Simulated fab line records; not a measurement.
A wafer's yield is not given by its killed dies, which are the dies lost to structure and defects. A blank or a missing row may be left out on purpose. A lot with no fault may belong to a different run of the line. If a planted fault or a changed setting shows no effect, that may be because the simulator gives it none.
A lot that was struck, set against a sound lot -- flow n5_finfet -- 14 out of 1938 route steps
Sound: the wafers L548.1, L548.4, L548.6. Struck: wafers L551.2, L551.3. (L551.6 of the same lot was not struck and is left out.) The cause comes at the end.
At each step with rows: each side's tool, then ch and its chambers, then its first start. Under that, the readings that differ: sound wafers -- struck wafers -- difference of the means -- sigmas: that difference in standard deviations of wafers without a fault.
alike: a reading whose means differ by less than 2 such deviations, as well as words and numbers matching on both sides. not compared: withheld readings; readings where some wafer has no value; bounds like >300 that might hide an equal value; numbers whose values overlap and for which the record gives no deviation.
A row with sigmas, a row that says differs or no value, or rows on one side alone: a step with any of these is where the two part. Numbers that don't overlap but have no deviation are shown without sigmas and don't part them. A reading that every wafer of one side lacks parts them only if that side has two wafers or more.

N5_BEOL_M7_OVL_MEAS_29:
  sound on overlay-01 ch 0, day 10 01:28; struck on overlay-02 ch 0, day 10 12:43
  alike: V6_OVL
N5_BEOL_M7_INSPECT_30: inspects for defects (brightfield).
  struck on defect_inspect-01, day 10 12:46; sound on defect_inspect-01, day 10 01:32
  alike: raw_defect_count
N5_BEOL_M7_DESCUM_33: chemistry O2, time 7 s.
  sound on rie_diel-04 ch 2,3, day 10 01:34; struck on rie_diel-04 ch 0,3, day 10 12:59
  alike: drypump_motor_current_A, oes_product_au, rf_vpp_V, showerhead_plenum_p_Torr, throttle_valve_pct
  not compared: rf_hours_counter_h
then, 5 steps without rows for these wafers: N5_BEOL_M7_ETCH_72 (etches underlayer in N2/H2, target depth 6.5 nm, time 5.2 s); N5_BEOL_M7_ETCH_65 (etches SiARC in CF4, target depth 15.6 nm, time 26 s); N5_BEOL_M7_ETCH_66 (etches SOC in N2/H2, target depth 80 nm, overetch 16 nm, time 120 s); N5_BEOL_M7_STRIP_69 (strips in N2/H2); N5_BEOL_M7_STRIP_73 (strips in N2/H2).
N5_BEOL_M7_VIA_ETCH_34: etches SiCOH lowk in C4F6/O2, target depth 125.5 nm, time 50.5 s.
  sound on rie_diel-04 ch 2,3, day 10 01:44; struck on rie_diel-04 ch 0,3, day 10 13:10
  alike: drypump_motor_current_A, oes_product_au, rf_vpp_V, showerhead_plenum_p_Torr, throttle_valve_pct
  not compared: rf_hours_counter_h
then, 1 step without rows for these wafers: N5_BEOL_M7_STRIP_76 (strips in C4F6/O2).
N5_BEOL_M7_STRIP_36: strips in N2/H2.
  sound on rie_diel-04 ch 2,3, day 10 01:48; struck on rie_diel-04 ch 0,3, day 10 13:13
  alike: drypump_motor_current_A, oes_product_au, rf_vpp_V, showerhead_plenum_p_Torr, throttle_valve_pct
  not compared: rf_hours_counter_h
N5_BEOL_M7_TRENCH_ETCH_37: etches SiCOH lowk in C4F6/O2, target depth 93.478 nm, time 31.2 s.
  sound: rie_diel-04 ch 2,3; struck: rie_diel-04 ch 0,3
  alike: drypump_motor_current_A, oes_product_au, rf_vpp_V, showerhead_plenum_p_Torr, throttle_valve_pct
  not compared: rf_hours_counter_h
N5_BEOL_M7_ETCH_41: etches SiCN in CH3F/O2, target depth 31.9 nm, time 57.8 s.
  sound on rie_diel-04 ch 2,3, day 10 01:52; struck on rie_diel-04 ch 0,3, day 10 13:17
reading,sound,struck,difference,sigmas
model.etch.depth_nm (nm),21.18 22.48 21.24,15.11 15.69,-6.23,
  alike: drypump_motor_current_A, oes_product_au, rf_vpp_V, showerhead_plenum_p_Torr, throttle_valve_pct
  not compared: rf_hours_counter_h
N5_BEOL_M7_STRIP_80: strips in N2/H2, time 10 s.
  sound: rie_diel-04 ch 2,3; struck: rie_diel-04 ch 0,3
  alike: drypump_motor_current_A, oes_product_au, rf_vpp_V, showerhead_plenum_p_Torr, throttle_valve_pct
  not compared: rf_hours_counter_h

WHERE THEY PART
Nowhere in this record.

WHY: the cause the simulator had injected
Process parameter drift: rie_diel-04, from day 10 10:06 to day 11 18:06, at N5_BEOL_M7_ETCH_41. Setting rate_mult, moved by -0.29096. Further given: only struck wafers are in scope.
